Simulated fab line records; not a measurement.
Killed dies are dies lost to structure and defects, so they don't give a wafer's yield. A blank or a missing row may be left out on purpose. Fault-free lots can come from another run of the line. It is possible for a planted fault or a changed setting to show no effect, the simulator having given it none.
A single fault, viewed from 3 desks	flow n5 finfet	numbers are kept per desk, each desk with only its own; the story behind them comes last

## AT THE METROLOGY DESK
Lot by lot, what the gauges showed, no matter which tool ran the lot: averages of those sampled wafers that carry a number. Any lot whose mean is over 4 standard deviations away from the usual mean is out of limits and marked OUT; that distance is given in the brackets. Readings shown: 7 of its 10, picked as those furthest out on some lot.
Columns: A = DIBL_N at N5_BEOL_M4_RC_MEAS_101, usual 36.5 mV/V; B = DIBL_P at N5_BEOL_M4_RC_MEAS_101, usual 36.6 mV/V; C = IOFF_N at N5_BEOL_M4_RC_MEAS_101, usual 0.160 nA/um; D = ION_N at N5_BEOL_M4_RC_MEAS_101, usual 674 uA/um; E = SS_N at N5_BEOL_M4_RC_MEAS_101, usual 71.6 mV/dec; F = SS_P at N5_BEOL_M4_RC_MEAS_101, usual 73.4 mV/dec; G = VT_N at N5_BEOL_M4_RC_MEAS_101, usual 250.0 mV
lot	first seen here	A	B	C	D	E	F	G
L731	day 9 01:41	34.5	35.0	0.147	678	71.6	73.2	250.4
L732	day 9 03:20	36.7	36.7	0.176	682	71.6	73.2	246.6
L739	day 11 02:08	39.5	39.8	0.189	674	72.5	74.7	248.8
L740	day 11 04:09	36.5	36.0	0.149	674	71.3	72.8	250.2
L742	day 11 20:25	36.4	36.9	0.155	675	71.3	73.7	251.1
L743	day 11 23:23	37.4	37.8	0.177	679	71.5	73.7	248.1
L745	day 12 06:28	35.7	35.1	0.122	661	71.2	72.9	254.0
L748	day 13 06:30	35.4	34.6	0.136	669	71.3	72.3	253.0
This desk's finding: nothing out of limits on any of the 8 lots.

## AT THE TOOL OWNER'S DESK: rie diel-03
The tool's own readings at N5_BEOL_M0_SAQP_SPACER2_ETCHBACK_27 (etches SiO2 in CHF3/O2, target depth 22.5 nm, time 11.25 s): means of the sampled wafers that have a number, for each lot that ran on this tool. Any lot whose mean is over 4 standard deviations away from the usual mean is out of limits and marked OUT; that distance is given in the brackets.
Columns: A = drypump motor current A at N5_BEOL_M0_SAQP_SPACER2_ETCHBACK_27, usual 5.7 A; B = oes_f_703_au at N5_BEOL_M0_SAQP_SPACER2_ETCHBACK_27, usual 0.80 a.u.; C = oes product au at N5_BEOL_M0_SAQP_SPACER2_ETCHBACK_27, usual 0.80 a.u.; D = rf vpp V at N5_BEOL_M0_SAQP_SPACER2_ETCHBACK_27, usual 520 V; E = showerhead plenum p Torr at N5_BEOL_M0_SAQP_SPACER2_ETCHBACK_27, usual 2.42 Torr; F = throttle valve pct at N5_BEOL_M0_SAQP_SPACER2_ETCHBACK_27, usual 18.90 %
lot	first seen here	A	B	C	D	E	F
L731	day 6 11:27	5.9	0.79	0.79	521	2.39	18.86
L732	day 6 18:06	6.1	0.86	0.87	520	2.44	18.84
L739	day 8 10:41	5.8	0.81	0.81	520	2.43	18.99
L740	day 8 15:25	5.8	0.80	0.81	520	2.43	19.00
This desk's finding: nothing out of limits on any of the 4 lots.

## THE DEFECT DESK
For each lot, the counts of the inspections along the route, averaged over the sampled wafers that have a number. Any lot whose mean is over 4 standard deviations away from the usual mean is out of limits and marked OUT; that distance is given in the brackets.
Columns: A = raw defect count at N5_BEOL_M0_CUTY_INSPECT_59, usual 1.7
lot	first seen here	A
L731	day 6 13:28	3.3
L732	day 6 20:11	0.7
L739	day 8 12:54	14.3 (+9.7) OUT
L740	day 8 17:24	14.7 (+10) OUT
L742	day 9 03:50	2.0
L743	day 9 12:39	1.7
L745	day 9 21:58	1.3
L748	day 10 17:16	2.3
This desk finds L739, L740 out of limits, L739 being first, at day 8 12:54 (raw defect count at N5_BEOL_M0_CUTY_INSPECT_59). L731, L732, L742, L743, L745, L748 stayed within limits.

## ALL TOGETHER
The defect desk could have raised an alarm at day 8 12:54, on L739, L740.
Nothing out of limits was seen by the metrology desk.
The tool owner's desk saw nothing out of limits.
The metrology desk holds a record of L739, L740, inside its limits.
On record at the tool owner's desk: L739, L740, within its limits.
On rie diel-03, each named lot ran N5_BEOL_M0_SAQP_SPACER2_ETCHBACK_27.

## WHAT WAS PUT IN BY THE SIMULATOR
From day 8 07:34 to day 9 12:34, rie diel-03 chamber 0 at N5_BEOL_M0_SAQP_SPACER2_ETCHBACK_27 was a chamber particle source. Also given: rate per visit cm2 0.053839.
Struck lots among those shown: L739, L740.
Hours from the fault's start to each desk's first reading out of limits: the defect desk, 5.
